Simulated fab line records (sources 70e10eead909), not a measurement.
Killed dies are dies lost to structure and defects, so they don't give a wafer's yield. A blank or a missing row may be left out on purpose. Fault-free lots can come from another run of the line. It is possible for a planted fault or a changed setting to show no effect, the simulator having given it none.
Struck lot and sound lot, side by side | flow nandHarc | 13 out of 1302 route steps
Sound: these wafers, L841.1, L841.3, L841.5. Struck: wafer L856.3 (L856.1, L856.4, from the same lot, were not struck and are left out); the cause is given at the end.
Per side, at each step with rows, come the tool, then ch with its chambers, and then its first start. Under that, the readings that differ: sound wafers | struck wafers | difference of the means | sigmas: that difference in standard deviations of wafers without a fault.
alike: readings with means less than 2 such deviations apart, plus words and numbers identical on both sides. not compared: withheld readings, readings lacking a value on some wafer, bounds such as >300 that could conceal the same value, and numbers that have no deviation in the record and whose values overlap.
A row with sigmas, a row that says differs or no value, or rows on one side alone: a step with any of these is where the two part. Non-overlapping numbers with no deviation appear without sigmas and do not part them. A reading missing from all wafers of one side parts the sides only when that side holds two or more wafers.

first, 2 steps without rows for these wafers: NHARC_A_STAIRCASE_TRIM_191 (chemistry O2, time 211.2 s); NHARC_A_STAIRCASE_ETCH_192 (etches the open film in C4F8/O2, target depth 100 nm, time 40.5 s).
NHARC_A_STAIRCASE_TRIM_193: chemistry O2, time 211.2 s.
  sound on rieDiel-13 ch 0,2,3; struck on rieDiel-05 ch 0
  alike: drypumpMotorCurrentA, oesProductAu, rfVppV, showerheadPlenumPTorr, throttleValvePct
  not compared: rfHoursCounterH
then, 4 steps without rows for these wafers: NHARC_A_STAIRCASE_ETCH_194 (etches the open film in C4F8/O2, target depth 100 nm, time 40.5 s); NHARC_A_STAIRCASE_TRIM_196 (chemistry O2, time 211.2 s); NHARC_A_STAIRCASE_ETCH_197 (etches the open film in C4F8/O2, target depth 100 nm, time 40.5 s); NHARC_A_STAIRCASE_TRIM_198 (chemistry O2, time 211.2 s).
NHARC_A_STAIRCASE_ETCH_199: etches the open film in C4F8/O2, target depth 100 nm, time 40.5 s.
  sound on rieDiel-13 ch 0,2,3; struck on rieDiel-08 ch 2
reading    | sound       | struck | difference | sigmas
rfVppV (V) | 893 893 890 | 906    | +14        | +3
  alike: oesProductAu, rfFwdPowerW
  not compared: rfHoursCounterH
NHARC_A_STAIRCASE_TRIM_200: chemistry O2, time 211.2 s.
  sound on rieDiel-13 ch 1,2; struck on rieDiel-08 ch 3
reading                  | sound          | struck | difference | sigmas
drypumpMotorCurrentA (A) | 5.3 5.2 5.2    | 6.4    | +1.2       | +2
rfVppV (V)               | 56.5 58.6 55.3 | 58.9   | +2.1       | +2
  alike: oesProductAu, showerheadPlenumPTorr, throttleValvePct
  not compared: rfHoursCounterH
NHARC_A_STAIRCASE_ETCH_201: etches the open film in C4F8/O2, target depth 100 nm, time 40.5 s.
  sound on rieDiel-13 ch 1,2,3; struck on rieDiel-08 ch 0
  alike: oesProductAu, rfFwdPowerW, rfVppV
  not compared: rfHoursCounterH
NHARC_A_STAIRCASE_TRIM_202: chemistry O2, time 211.2 s.
  sound on rieDiel-13 ch 1,2; struck on rieDiel-08 ch 2
  alike: drypumpMotorCurrentA, oesProductAu, rfVppV, showerheadPlenumPTorr, throttleValvePct
  not compared: rfHoursCounterH
NHARC_A_STAIRCASE_ETCH_203: etches the open film in C4F8/O2, target depth 100 nm, time 40.5 s.
  sound on rieDiel-13 ch 0,1, day 17 17:00; struck on rieDiel-08 ch 0, day 23 09:28
reading             | sound             | struck | difference | sigmas
oesProductAu (a.u.) | 0.921 0.923 0.928 | 0.861  | -0.063     | -4
rfFwdPowerW (W)     | 594.7 593.7 592.6 | 495.4  | -98.3      | -41
  alike: rfVppV
  not compared: rfHoursCounterH
then, 1 step without rows for these wafers: NHARC_END_SORT_01.

== WHERE THEY PART ==
First at NHARC_A_STAIRCASE_ETCH_199; last, within this record, at NHARC_A_STAIRCASE_ETCH_203.

WHY: what the simulator had put in
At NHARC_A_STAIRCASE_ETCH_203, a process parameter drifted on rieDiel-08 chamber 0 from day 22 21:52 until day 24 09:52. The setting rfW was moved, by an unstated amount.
